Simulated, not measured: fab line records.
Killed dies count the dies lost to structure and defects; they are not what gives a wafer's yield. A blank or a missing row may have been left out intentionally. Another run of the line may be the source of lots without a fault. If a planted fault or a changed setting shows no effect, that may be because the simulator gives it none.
Matching of chambers -- flow n5_finfet -- N5_GATE_CUT_SAC_CAP_01 on ald_sin-03 has 4 sister chambers
The step material SiNx, target thk 24 nm, pulse time 1 s, ald cycles 480. 4 wafers are shown with their chamber, then 8 later ones without.

## WAFERS PAIRED WITH THEIR CHAMBERS
wafer,chamber,heater_power_w (W)
L086.3,2,706
L091.5,3,838
L091.6,0,844
L092.3,1,810

## WAFERS WITHOUT THEIR CHAMBER
wafer,heater_power_w (W)
L092.4,843
L092.6,834
L095.2,822
L095.3,824
L095.4,842
L097.2,810
L097.4,841
L097.5,841

## EACH ONE'S CHAMBER
wafer,from the rows above,in truth
L092.4,can't be placed: 0 or 3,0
L092.6,can't be placed: 3 or 0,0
L095.2,can't be placed: 1 or 3 or 0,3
L095.3,can't be placed: 1 or 3 or 0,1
L095.4,can't be placed: 0 or 3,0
L097.2,1,1
L097.4,can't be placed: 0 or 3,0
L097.5,can't be placed: 0 or 3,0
Correct placement for 1 of the 8. Not placeable from these rows: 7 (in 7, the candidates include the true chamber). 0 placed wrongly.
How it was worked out, from the rows above alone: a wafer's distance from a chamber is the root of the sum, over the readings, of the square of ((its reading less the chamber's mean) divided by the reading's scatter). If the next closest chamber is less than 2 further off than the closest, the wafer can't be placed; otherwise it belongs to the closest. The mean given for a chamber averages the wafers shown for that chamber. The scatter (one wafer shown for each chamber): square how far every hidden wafer sits from the nearest shown wafer, average those squares and take the square root.
